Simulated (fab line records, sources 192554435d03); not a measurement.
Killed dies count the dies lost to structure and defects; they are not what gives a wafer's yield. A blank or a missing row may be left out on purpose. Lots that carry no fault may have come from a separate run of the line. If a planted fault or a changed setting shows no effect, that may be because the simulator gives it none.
Comparing a struck lot with a sound one :: flow n5_finfet :: 15 steps out of a route of 1938
Sound: the wafers L278.2, L278.4, L278.6. Wafers struck: L285.2, L285.4, L285.5. The cause comes at the end.
At each step with rows: each side's tool, then ch and its chambers, then its first start. Under that, the readings that differ: sound wafers :: struck wafers :: difference of the means :: sigmas: that difference in standard deviations of wafers without a fault.
alike: a reading whose means differ by less than 2 such deviations, as well as words and numbers matching on both sides. not compared: withheld readings; readings where some wafer has no value; bounds like >300 that might hide an equal value; numbers whose values overlap and for which the record gives no deviation.
A row with sigmas, a row that says differs or no value, or rows on one side alone: a step with any of these is where the two part. Numbers that don't overlap but have no deviation are shown without sigmas and don't part them. A reading missing from all wafers of one side parts the sides only when that side holds two or more wafers.

first, 4 steps without rows for these wafers: N5_BEOL_M3_SOFTBAKE_23 (time 60 s); N5_BEOL_M3_EXPOSE_25 (exposes mask V2, defocus 5 nm); N5_BEOL_M3_PEB_26 (peb time 60 s); N5_BEOL_M3_DEVELOP_27 (develop time 30 s).
N5_BEOL_M3_CD_MEAS_28: target cd 25.7 nm, target cd y 23.3 nm.
  sound on cd_sem-01 ch 0, day 8 08:14; struck on cd_sem-01 ch 0, day 11 16:05
  alike: cd_nm
N5_BEOL_M3_OVL_MEAS_29:
  sound on overlay-02 ch 0, day 8 08:16; struck on overlay-01 ch 0, day 11 16:08
  alike: V2_OVL
N5_BEOL_M3_INSPECT_30: inspects for defects (brightfield).
  sound on defect_inspect-01 at day 8 08:20; struck on defect_inspect-02 at day 11 16:11
  alike: raw_defect_count
N5_BEOL_M3_DESCUM_33: chemistry O2, time 7 s.
  sound on rie_diel-04 ch 0,2,3, day 8 08:22; struck on rie_diel-04 ch 0,2, day 11 16:34
  alike: bias_power_w, drypump_motor_current_A, oes_product_au, rf_vpp_V, showerhead_plenum_p_Torr, throttle_valve_pct
  not compared: rf_hours_counter_h
N5_BEOL_M3_ETCH_77: etches underlayer in N2/H2, target depth 6.5 nm, time 5.2 s.
  sound on rie_diel-04 ch 0,2,3, day 8 08:23; struck on rie_diel-04 ch 0,2, day 11 16:37
  alike: drypump_motor_current_A, etch_rf_on_time_s, oes_product_au, rf_fwd_power_W, rf_vpp_V, showerhead_plenum_p_Torr, throttle_valve_pct
  not compared: rf_hours_counter_h
N5_BEOL_M3_ETCH_69: etches SiARC in CF4, target depth 15.6 nm, time 26 s.
  sound on rie_diel-04 ch 0,2,3, day 8 08:25; struck on rie_diel-04 ch 0,2, day 11 16:37
  alike: drypump_motor_current_A, etch_rf_on_time_s, oes_product_au, rf_fwd_power_W, rf_vpp_V, showerhead_plenum_p_Torr, throttle_valve_pct
  not compared: rf_hours_counter_h
N5_BEOL_M3_ALD_98: deposits SiO2, target thk 2.5 nm, pulse time 1 s, co reactant pulse time 1 s.
  sound on ald_sin-01 ch 1,2,3, day 8 08:29; struck on ald_sin-02 ch 1,3, day 11 16:43
  alike: heater_power_w, precursor_pulse_height_rel
N5_BEOL_M3_ETCHBACK_99: etches SiO2 in CHF3, target depth 5 nm, time 10.4 s.
  sound on rie_diel-01 ch 1,3, day 9 00:11; struck on rie_diel-01 ch 0,3, day 12 05:25
  alike: drypump_motor_current_A, oes_product_au, rf_vpp_V, showerhead_plenum_p_Torr, throttle_valve_pct
  not compared: rf_hours_counter_h
N5_BEOL_M3_ETCH_70: etches SOC in N2/H2, target depth 80 nm, overetch 16 nm, time 120 s.
  sound on rie_diel-01 ch 1,3, day 9 00:13; struck on rie_diel-01 ch 0,3, day 12 05:28
reading: rf_fwd_power_W (W)
sound: 837.1 830.3 837.8
struck: 1033.8 1033.2 1036.9
difference: +199.6
sigmas: +77

reading: rf_vpp_V (V)
sound: 526.4 522.8 524.0
struck: 488.4 489.7 486.7
difference: -36.1
sigmas: -16

reading: model.SiARC_of_BEOL_M3_COAT_68.thk_nm (nm)
sound: 6 6.6 6.4
struck: 5.2 5.2 5.8
difference: -0.9
sigmas: 
  alike: drypump_motor_current_A, oes_product_au, showerhead_plenum_p_Torr, throttle_valve_pct
  not compared: rf_hours_counter_h
then, 1 step without rows for these wafers: N5_BEOL_M3_STRIP_71 (strips in N2/H2).
N5_BEOL_M4_RC_MEAS_101:
  sound on prober-01 ch 0, day 10 03:08; struck on prober-02 ch 0, day 12 23:09
  alike: DIBL_N, DIBL_P, IOFF_N, IOFF_P, ION_N, ION_P, SS_N, SS_P, VT_N, VT_P

## WHERE THEY PART
Only at N5_BEOL_M3_ETCH_70, within this record. Later steps at which nothing parts them and some readings are alike: N5_BEOL_M4_RC_MEAS_101.

WHY: what had been put in by the simulator
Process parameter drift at N5_BEOL_M3_ETCH_70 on rie_diel-01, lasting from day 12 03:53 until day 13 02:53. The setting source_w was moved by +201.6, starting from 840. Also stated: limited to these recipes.
